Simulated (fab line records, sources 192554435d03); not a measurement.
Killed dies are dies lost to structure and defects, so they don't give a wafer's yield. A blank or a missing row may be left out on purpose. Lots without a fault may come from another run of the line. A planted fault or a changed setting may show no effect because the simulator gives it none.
Which tool did it? | flow n5_finfet | 24 lots, 72 wafers sampled, at 4 steps of a route of 1938

WHAT THE GAUGES READ, wafer by wafer
N5_FIN_SAQP_OCD_MEAS_76. Usual: trench_depth_nm 119.7 nm, standard deviation 2.9.
lot  | measured    | on     | trench_depth_nm (nm) | flag
L074 | day 2 02:13 | ocd-01 | 120.1 125.3 122.8    |
L075 | day 2 08:59 | ocd-02 | 123.0 123.8 123.1    |
L076 | day 2 14:13 | ocd-02 | 115.1 115.2 119.9    |
L077 | day 2 20:06 | ocd-01 | 118.5 119.6 116.6    |
L078 | day 3 02:42 | ocd-01 | 114.8 121.2 121.2    |
L079 | day 3 08:07 | ocd-01 | 123.4 123.4 123.8    |
L080 | day 3 14:25 | ocd-01 | 121.5 118.0 116.6    |
L081 | day 3 20:17 | ocd-02 | 125.5 123.7 117.4    |
L082 | day 4 05:15 | ocd-01 | 122.5 120.6 118.9    |
L083 | day 4 09:05 | ocd-02 | 121.1 118.9 116.7    |
L084 | day 4 15:14 | ocd-02 | 118.5 116.1 117.5    |
L085 | day 4 21:56 | ocd-02 | 118.6 117.4 117.7    |
L086 | day 5 06:49 | ocd-02 | 123.9 119.0 124.0    |
L087 | day 5 11:28 | ocd-02 | 121.4 119.6 116.6    |
L088 | day 5 14:14 | ocd-02 | 122.5 117.6 123.9    |
L089 | day 5 20:41 | ocd-01 | 123.1 124.3 122.2    |
L090 | day 6 04:04 | ocd-01 | 116.4 122.4 116.9    |
L091 | day 6 09:19 | ocd-01 | 121.8 122.3 117.2    |
L092 | day 6 15:15 | ocd-02 | 117.5 123.6 117.6    |
L093 | day 6 20:21 | ocd-01 | 116.2 117.4 118.0    |
L094 | day 7 01:53 | ocd-01 | 120.8 116.6 117.0    |
L095 | day 7 08:34 | ocd-02 | 119.0 115.5 118.9    |
L096 | day 7 15:20 | ocd-02 | 122.3 121.7 121.7    |
L097 | day 7 20:19 | ocd-02 | 116.3 119.0 118.9    |

WHICH TOOL RAN EACH LOT (tool, then ch and the chambers of the sampled wafers, then the start)
lot  | N5_FIN_SAQP_RECESS_75             | N5_FIN_SAQP_MANDREL2_REMOVE_60  | N5_FIN_SAQP_ETCH_64
L074 | vapor_etch-02 ch 0,1, day 1 22:25 | rie_si-03 ch 0,1,3, day 2 01:28 | rie_si-06 ch 0,1,3, day 2 01:58
L075 | vapor_etch-02 ch 0,1, day 2 05:35 | rie_si-01 ch 1,2,3, day 2 08:20 | rie_si-06 ch 1,2, day 2 08:45
L076 | vapor_etch-02 ch 0,1, day 2 10:56 | rie_si-03 ch 0,3, day 2 13:34   | rie_si-01 ch 0,3, day 2 13:59
L077 | vapor_etch-01 ch 0,1, day 2 16:02 | rie_si-01 ch 1,2,3, day 2 19:26 | rie_si-03 ch 1,2, day 2 19:52
L078 | vapor_etch-02 ch 0,1, day 2 23:10 | rie_si-06 ch 0,1, day 3 01:56   | rie_si-01 ch 0,3, day 3 02:28
L079 | vapor_etch-02 ch 0,1, day 3 04:42 | rie_si-03 ch 1,2,3, day 3 07:26 | rie_si-06 ch 0,1,2, day 3 07:52
L080 | vapor_etch-02 ch 0,1, day 3 10:55 | rie_si-01 ch 0,1,2, day 3 13:39 | rie_si-03 ch 1,2,3, day 3 14:10
L081 | vapor_etch-02 ch 0,1, day 3 16:54 | rie_si-01 ch 0,2, day 3 19:38   | rie_si-06 ch 0,2,3, day 3 20:03
L082 | vapor_etch-02 ch 0,1, day 4 00:11 | rie_si-06 ch 0,1,2, day 4 04:33 | rie_si-03 ch 0,2,3, day 4 04:58
L083 | vapor_etch-01 ch 0,1, day 4 05:04 | rie_si-06 ch 0,2,3, day 4 08:25 | rie_si-03 ch 0,1,2, day 4 08:51
L084 | vapor_etch-02 ch 0,1, day 4 11:28 | rie_si-03 ch 0,1, day 4 14:34   | rie_si-01 ch 0,2,3, day 4 14:59
L085 | vapor_etch-02 ch 0,1, day 4 17:22 | rie_si-03 ch 0,1,2, day 4 21:16 | rie_si-01 ch 1,2,3, day 4 21:41
L086 | vapor_etch-01 ch 0,1, day 5 00:37 | rie_si-03 ch 0,1,3, day 5 05:44 | rie_si-06 ch 0,3, day 5 06:35
L087 | vapor_etch-02 ch 0,1, day 5 07:53 | rie_si-06 ch 1,2,3, day 5 10:37 | rie_si-03 ch 0,2,3, day 5 11:14
L088 | vapor_etch-02 ch 0,1, day 5 10:22 | rie_si-01 ch 0,1, day 5 13:31   | rie_si-06 ch 0,3, day 5 13:59
L089 | vapor_etch-02 ch 0,1, day 5 16:47 | rie_si-01 ch 2,3, day 5 19:50   | rie_si-06 ch 0,1, day 5 20:24
L090 | vapor_etch-01 ch 0,1, day 6 00:16 | rie_si-06 ch 0,2,3, day 6 03:24 | rie_si-03 ch 1,2,3, day 6 03:49
L091 | vapor_etch-01 ch 0,1, day 6 05:27 | rie_si-01 ch 0,2,3, day 6 08:40 | rie_si-06 ch 0,1,3, day 6 09:05
L092 | vapor_etch-02 ch 0,1, day 6 11:44 | rie_si-01 ch 1,2,3, day 6 14:33 | rie_si-03 ch 1,2,3, day 6 14:59
L093 | vapor_etch-02 ch 0,1, day 6 16:34 | rie_si-06 ch 0,1,3, day 6 19:35 | rie_si-01 ch 0,2,3, day 6 20:07
L094 | vapor_etch-02 ch 0,1, day 6 22:11 | rie_si-01 ch 2,3, day 7 01:13   | rie_si-03 ch 0,1,2, day 7 01:38
L095 | vapor_etch-02 ch 0,1, day 7 05:01 | rie_si-03 ch 0,2,3, day 7 07:54 | rie_si-01 ch 0,1,3, day 7 08:20
L096 | vapor_etch-02 ch 0,1, day 7 11:05 | rie_si-01 ch 1,2,3, day 7 14:40 | rie_si-06 ch 0,1,2, day 7 15:06
L097 | vapor_etch-01 ch 0,1, day 7 16:29 | rie_si-03 ch 0,1,3, day 7 19:39 | rie_si-01 ch 0,2, day 7 20:05
- N5_FIN_SAQP_RECESS_75: chemistry HF/NH3, target SiO2, target depth 14.4 nm, afs cycles 3, sublimation time 60 s.
- N5_FIN_SAQP_MANDREL2_REMOVE_60: chemistry HBr/Cl2/O2, target a-Si, stops on SiNx, bt time 10 s.
- N5_FIN_SAQP_ETCH_64: etches SiO2 in CF4, target depth 1.5 nm.

WHAT THE TOOLS THEMSELVES READ (means of the sampled wafers that have a number; where no wafer has one, the mark that the record gives instead)
N5_FIN_SAQP_RECESS_75. Usual: drypump_motor_current_A 5.8 A, standard deviation 0.32; sublimation_temp_c 180.00 C, standard deviation 0.15.
lot  | tool          | drypump_motor_current_A (A) | sublimation_temp_c (C) | flag
L074 | vapor_etch-02 | 6.0                         | 179.98                 |
L075 | vapor_etch-02 | 5.8                         | 179.97                 |
L076 | vapor_etch-02 | 5.8                         | 179.90                 |
L077 | vapor_etch-01 | 5.7                         | 180.12                 |
L078 | vapor_etch-02 | 6.0                         | 179.91                 |
L079 | vapor_etch-02 | 5.8                         | 179.98                 |
L080 | vapor_etch-02 | 6.0                         | 179.84                 |
L081 | vapor_etch-02 | 6.0                         | 180.17                 |
L082 | vapor_etch-02 | 6.0                         | 179.95                 |
L083 | vapor_etch-01 | 5.5                         | 180.19                 |
L084 | vapor_etch-02 | 5.8                         | 180.02                 |
L085 | vapor_etch-02 | 6.0                         | 179.84                 |
L086 | vapor_etch-01 | 5.7                         | 179.88                 |
L087 | vapor_etch-02 | 5.8                         | 180.05                 |
L088 | vapor_etch-02 | 5.8                         | 179.90                 |
L089 | vapor_etch-02 | 5.8                         | 179.86                 |
L090 | vapor_etch-01 | 5.7                         | 180.10                 |
L091 | vapor_etch-01 | 5.5                         | 179.92                 |
L092 | vapor_etch-02 | 6.0                         | 180.04                 |
L093 | vapor_etch-02 | 5.8                         | 179.98                 |
L094 | vapor_etch-02 | 5.8                         | 180.09                 |
L095 | vapor_etch-02 | 6.0                         | 180.04                 |
L096 | vapor_etch-02 | 6.0                         | 180.06                 |
L097 | vapor_etch-01 | 5.5                         | 180.01                 |

N5_FIN_SAQP_MANDREL2_REMOVE_60. Usual: bias_w 22.01 W, standard deviation 0.074; drypump_motor_current_A 5.5 A, standard deviation 0.43; oes_o_777_au 0.99 a.u., standard deviation 0.05; oes_product_au 0.999 a.u., standard deviation 0.025; throttle_valve_pct 36.72 %, standard deviation 0.24.
lot  | tool      | bias_w (W) | drypump_motor_current_A (A) | oes_o_777_au (a.u.) | oes_product_au (a.u.) | throttle_valve_pct (%) | flag
L074 | rie_si-03 | 21.93      | 5.3                         | 1.00                | 1.028                 | 36.60                  |
L075 | rie_si-01 | 22.00      | 5.9                         | 0.96                | 0.994                 | 36.67                  |
L076 | rie_si-03 | 21.99      | 5.2                         | 1.03                | 1.039                 | 36.64                  |
L077 | rie_si-01 | 22.04      | 5.8                         | 0.96                | 0.995                 | 36.69                  |
L078 | rie_si-06 | 21.95      | 5.4                         | 1.03                | 0.996                 | 36.75                  |
L079 | rie_si-03 | 22.04      | 5.4                         | 0.99                | 1.015                 | 36.67                  |
L080 | rie_si-01 | 22.10      | 5.6                         | 0.95                | 0.975                 | 36.71                  |
L081 | rie_si-01 | 21.99      | 5.2                         | 0.92                | 0.969                 | 36.77                  |
L082 | rie_si-06 | 21.99      | 5.5                         | 1.05                | 1.004                 | 36.89                  |
L083 | rie_si-06 | 21.97      | 5.5                         | 1.01                | 0.989                 | 36.68                  |
L084 | rie_si-03 | 21.93      | 5.2                         | 1.00                | 1.022                 | 36.67                  |
L085 | rie_si-03 | 22.11      | 5.3                         | 0.98                | 1.002                 | 36.76                  |
L086 | rie_si-03 | 22.00      | 5.3                         | 1.01                | 1.031                 | 36.59                  |
L087 | rie_si-06 | 22.05      | 5.7                         | 1.00                | 1.001                 | 36.93                  |
L088 | rie_si-01 | 22.00      | 6.0                         | 0.98                | 0.995                 | 36.64                  |
L089 | rie_si-01 | 21.94      | 5.8                         | 0.94                | 0.985                 | 36.61                  |
L090 | rie_si-06 | 21.93      | 5.5                         | 1.01                | 0.987                 | 36.67                  |
L091 | rie_si-01 | 22.06      | 5.6                         | 0.95                | 0.974                 | 36.66                  |
L092 | rie_si-01 | 22.06      | 5.8                         | 0.96                | 0.984                 | 36.68                  |
L093 | rie_si-06 | 22.01      | 5.6                         | 0.99                | 0.994                 | 36.78                  |
L094 | rie_si-01 | 22.06      | 5.4                         | 0.93                | 0.987                 | 36.74                  |
L095 | rie_si-03 | 21.97      | 5.2                         | 1.01                | 1.010                 | 36.82                  |
L096 | rie_si-01 | 22.02      | 5.8                         | 0.96                | 0.992                 | 36.68                  |
L097 | rie_si-03 | 21.95      | 5.3                         | 1.01                | 1.023                 | 36.59                  |

N5_FIN_SAQP_ETCH_64. Usual: bias_w 399.9 W, standard deviation 1.2; drypump_motor_current_A 5.5 A, standard deviation 0.38; oes_product_au 0.997 a.u., standard deviation 0.029; throttle_valve_pct 21.76 %, standard deviation 0.21.
lot  | tool      | bias_w (W) | drypump_motor_current_A (A) | oes_product_au (a.u.) | throttle_valve_pct (%) | flag
L074 | rie_si-06 | 400.1      | 5.6                         | 1.007                 | 21.85                  |
L075 | rie_si-06 | 400.1      | 5.7                         | 1.024                 | 22.04                  |
L076 | rie_si-01 | 400.6      | 5.7                         | 0.961                 | 21.69                  |
L077 | rie_si-03 | 398.5      | 5.4                         | 0.982                 | 21.88                  |
L078 | rie_si-01 | 399.7      | 6.0                         | 0.978                 | 21.72                  |
L079 | rie_si-06 | 400.2      | 5.5                         | 1.018                 | 21.81                  |
L080 | rie_si-03 | 400.1      | 5.4                         | 1.003                 | 21.75                  |
L081 | rie_si-06 | 400.0      | 5.5                         | 1.004                 | 21.68                  |
L082 | rie_si-03 | 400.2      | 5.2                         | 1.013                 | 21.87                  |
L083 | rie_si-03 | 399.4      | 5.3                         | 0.997                 | 21.81                  |
L084 | rie_si-01 | 399.8      | 5.6                         | 0.978                 | 21.70                  |
L085 | rie_si-01 | 399.8      | 5.8                         | 0.981                 | 21.74                  |
L086 | rie_si-06 | 399.8      | 5.4                         | 1.005                 | 21.58                  |
L087 | rie_si-03 | 399.3      | 5.2                         | 1.019                 | 21.87                  |
L088 | rie_si-06 | 399.4      | 5.4                         | 0.996                 | 21.59                  |
L089 | rie_si-06 | 399.5      | 5.4                         | 1.019                 | 21.72                  |
L090 | rie_si-03 | 400.0      | 5.4                         | 1.001                 | 21.76                  |
L091 | rie_si-06 | 399.3      | 5.6                         | 1.002                 | 21.81                  |
L092 | rie_si-03 | 399.8      | 5.4                         | 0.998                 | 21.75                  |
L093 | rie_si-01 | 400.5      | 5.6                         | 0.960                 | 21.69                  |
L094 | rie_si-03 | 400.3      | 5.3                         | 0.998                 | 21.81                  |
L095 | rie_si-01 | 399.9      | 6.0                         | 0.971                 | 21.72                  |
L096 | rie_si-06 | 400.3      | 5.5                         | 1.010                 | 21.81                  |
L097 | rie_si-01 | 400.6      | 5.2                         | 0.967                 | 21.68                  |

THE ANSWER, worked out from the rows above alone
Rule: a lot is off if the mean of its wafers that have a number lies more than 3 standard deviations from the usual mean. A lot without any number at a reading at which 4 lots or more have one is off too. The other lots that the step has rows for count as sound. The gauges are gone through in route order, then the tools' own readings, and for those a lot's mean is taken as printed above. The first step at which some lot is off is used, and at that step the reading that is off furthest; a lot without a number counts as furthest.
No lot is off at any reading shown: from this, nothing can be told.

WHAT THE SIMULATOR HAD PUT IN
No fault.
